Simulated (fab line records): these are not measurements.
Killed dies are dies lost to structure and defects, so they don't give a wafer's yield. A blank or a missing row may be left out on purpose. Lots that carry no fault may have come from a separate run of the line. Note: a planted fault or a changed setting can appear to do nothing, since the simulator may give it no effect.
Matching of chambers || flow nand harc || 4 sister chambers for NHARC_A_STAIRCASE_TRIM_20 on rie diel-12
The step chemistry O2, time 211.2 s. 16 wafers are shown with their chamber, then 8 later ones without.

## WAFERS, EACH WITH ITS CHAMBER
{"wafer": "L076.2", "chamber": 1, "showerhead plenum p Torr (Torr)": 3.76, "drypump motor current A (A)": 5.7, "oes product au (a.u.)": 0.981}
{"wafer": "L076.4", "chamber": 1, "showerhead plenum p Torr (Torr)": 3.76, "drypump motor current A (A)": 5.7, "oes product au (a.u.)": 0.989}
{"wafer": "L076.6", "chamber": 3, "showerhead plenum p Torr (Torr)": 3.76, "drypump motor current A (A)": 5.0, "oes product au (a.u.)": 0.994}
{"wafer": "L075.2", "chamber": 3, "showerhead plenum p Torr (Torr)": 3.76, "drypump motor current A (A)": 5.0, "oes product au (a.u.)": 0.990}
{"wafer": "L075.3", "chamber": 1, "showerhead plenum p Torr (Torr)": 3.76, "drypump motor current A (A)": 5.7, "oes product au (a.u.)": 0.991}
{"wafer": "L075.5", "chamber": 2, "showerhead plenum p Torr (Torr)": 3.39, "drypump motor current A (A)": 5.9, "oes product au (a.u.)": 0.997}
{"wafer": "L075.1", "chamber": 2, "showerhead plenum p Torr (Torr)": 3.39, "drypump motor current A (A)": 5.8, "oes product au (a.u.)": 0.995}
{"wafer": "L075.4", "chamber": 0, "showerhead plenum p Torr (Torr)": 3.39, "drypump motor current A (A)": 5.6, "oes product au (a.u.)": 0.993}
{"wafer": "L075.6", "chamber": 1, "showerhead plenum p Torr (Torr)": 3.76, "drypump motor current A (A)": 5.7, "oes product au (a.u.)": 0.989}
{"wafer": "L078.2", "chamber": 0, "showerhead plenum p Torr (Torr)": 3.39, "drypump motor current A (A)": 5.6, "oes product au (a.u.)": 1.009}
{"wafer": "L078.5", "chamber": 0, "showerhead plenum p Torr (Torr)": 3.39, "drypump motor current A (A)": 5.6, "oes product au (a.u.)": 0.998}
{"wafer": "L078.6", "chamber": 1, "showerhead plenum p Torr (Torr)": 3.75, "drypump motor current A (A)": 5.7, "oes product au (a.u.)": 0.992}
{"wafer": "L078.1", "chamber": 2, "showerhead plenum p Torr (Torr)": 3.38, "drypump motor current A (A)": 5.9, "oes product au (a.u.)": 1.004}
{"wafer": "L078.3", "chamber": 1, "showerhead plenum p Torr (Torr)": 3.75, "drypump motor current A (A)": 5.7, "oes product au (a.u.)": 1.007}
{"wafer": "L078.4", "chamber": 3, "showerhead plenum p Torr (Torr)": 3.76, "drypump motor current A (A)": 5.0, "oes product au (a.u.)": 0.998}
{"wafer": "L090.3", "chamber": 0, "showerhead plenum p Torr (Torr)": 3.37, "drypump motor current A (A)": 5.6, "oes product au (a.u.)": 1.011}

SIGNATURES (averages over the wafers above)
{"reading": "showerhead plenum p Torr", "chamber 0": 3.3850, "chamber 1": 3.7567, "chamber 2": 3.3867, "chamber 3": 3.7600, "scatter within a chamber": 0.00645}
{"reading": "drypump motor current A", "chamber 0": 5.600, "chamber 1": 5.700, "chamber 2": 5.867, "chamber 3": 5.000, "scatter within a chamber": 0.0236}
{"reading": "oes product au", "chamber 0": 1.00275, "chamber 1": 0.99150, "chamber 2": 0.99867, "chamber 3": 0.99400, "scatter within a chamber": 0.00744}
Rule: for each reading, subtract the chamber's mean from the wafer's reading, divide by that reading's scatter and square the result; add these up over the readings and take the root, which gives the wafer's distance from the chamber. The wafer belongs to the nearest chamber; if the next one is less than 2 further off, it can't be placed. The scatter: take each reading less its chamber's mean, square it, sum over the shown wafers, divide by the number of wafers less the number of chambers, and take the root.

## WAFERS MISSING THEIR CHAMBER
{"wafer": "L090.4", "showerhead plenum p Torr (Torr)": 3.74, "drypump motor current A (A)": 5.7, "oes product au (a.u.)": 1.008}
{"wafer": "L090.6", "showerhead plenum p Torr (Torr)": 3.74, "drypump motor current A (A)": 5.7, "oes product au (a.u.)": 1.002}
{"wafer": "L095.2", "showerhead plenum p Torr (Torr)": 3.36, "drypump motor current A (A)": 5.6, "oes product au (a.u.)": 1.007}
{"wafer": "L095.4", "showerhead plenum p Torr (Torr)": 3.73, "drypump motor current A (A)": 5.0, "oes product au (a.u.)": 0.997}
{"wafer": "L095.5", "showerhead plenum p Torr (Torr)": 3.35, "drypump motor current A (A)": 5.9, "oes product au (a.u.)": 1.004}
{"wafer": "L096.2", "showerhead plenum p Torr (Torr)": 3.73, "drypump motor current A (A)": 5.0, "oes product au (a.u.)": 1.007}
{"wafer": "L096.3", "showerhead plenum p Torr (Torr)": 3.35, "drypump motor current A (A)": 5.8, "oes product au (a.u.)": 1.003}
{"wafer": "L096.4", "showerhead plenum p Torr (Torr)": 3.72, "drypump motor current A (A)": 5.7, "oes product au (a.u.)": 1.008}

## CHAMBER TAKEN BY EACH
{"wafer": "L090.4", "from the rows above": 1, "in truth": 1}
{"wafer": "L090.6", "from the rows above": 1, "in truth": 1}
{"wafer": "L095.2", "from the rows above": 0, "in truth": 0}
{"wafer": "L095.4", "from the rows above": 3, "in truth": 3}
{"wafer": "L095.5", "from the rows above": 2, "in truth": 2}
{"wafer": "L096.2", "from the rows above": 3, "in truth": 3}
{"wafer": "L096.3", "from the rows above": 2, "in truth": 2}
{"wafer": "L096.4", "from the rows above": 1, "in truth": 1}
8 of 8 placed correctly. From these rows, 0 cannot be placed. Number placed wrongly: 0.
